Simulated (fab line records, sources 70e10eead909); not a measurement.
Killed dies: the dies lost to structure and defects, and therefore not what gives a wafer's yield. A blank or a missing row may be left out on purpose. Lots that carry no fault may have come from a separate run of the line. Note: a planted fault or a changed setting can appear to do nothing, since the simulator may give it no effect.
The same fault as seen by 2 desks | flow nand harc | every desk sees just its own numbers, and what lay behind them comes last

== AT THE METROLOGY DESK ==
Lot by lot, what the gauges showed, no matter which tool ran the lot: averages of those sampled wafers that carry a number. Any lot whose mean is over 4 standard deviations away from the usual mean is out of limits and marked OUT; that distance is given in the brackets.
Columns: A = trench depth nm at NHARC_P_STI_OCD_MEAS_43, usual 301 nm; B = trench foot cd nm at NHARC_P_STI_OCD_MEAS_43, usual 157 nm; C = cd nm at NHARC_P_GATE_CD_MEAS_11, usual 1641.1 nm
lot  | first seen here | A   | B   | C
L382 | day 4 04:24     | 302 | 155 | 1639.8
L392 | day 8 06:36     | 304 | 156 | 1640.5
L393 | day 8 15:59     | 296 | 155 | 1635.1
L399 | day 11 04:35    | 297 | 160 | 1638.9
L402 | day 12 11:28    | 301 | 159 | 1640.7
Result from this desk: across the 5 lots, nothing is out of limits.

== THE DEFECT DESK ==
Lot by lot, what the route's inspections counted, given as the mean of those sampled wafers with a number. Any lot whose mean is over 4 standard deviations away from the usual mean is out of limits and marked OUT; that distance is given in the brackets.
Columns: A = raw defect count at NHARC_P_STI_INSPECT_25, usual 225; B = raw defect count at NHARC_P_GATE_INSPECT_28, usual 6.0
lot  | first seen here | A              | B
L382 | day 5 06:51     | 188            | 5.0
L392 | day 9 09:49     | 270            | 5.7
L393 | day 10 02:53    | 1603 (+14) OUT | 1384.0 (+99 or more) OUT
L399 | day 12 10:59    | 241            | 3.7
L402 | day 13 12:56    | 178            | 9.0
This desk's verdict: out of limits on L393, starting with L393 at day 10 02:53 (raw defect count at NHARC_P_STI_INSPECT_25). Within limits: L382, L392, L399, L402.

== BROUGHT TOGETHER ==
The defect desk could have raised an alarm at day 10 02:53, on L393.
From the metrology desk's view, nothing was out of limits.
The metrology desk has L393 on record, within its limits.
On wet bench-05, each named lot ran NHARC_P_STI_ETCH_37.

== WHAT THE SIMULATOR PUT IN ==
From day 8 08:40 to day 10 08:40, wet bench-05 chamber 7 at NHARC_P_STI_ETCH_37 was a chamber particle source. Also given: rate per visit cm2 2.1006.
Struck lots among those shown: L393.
Hours from the fault's start to each desk's first reading out of limits: the defect desk, 42.
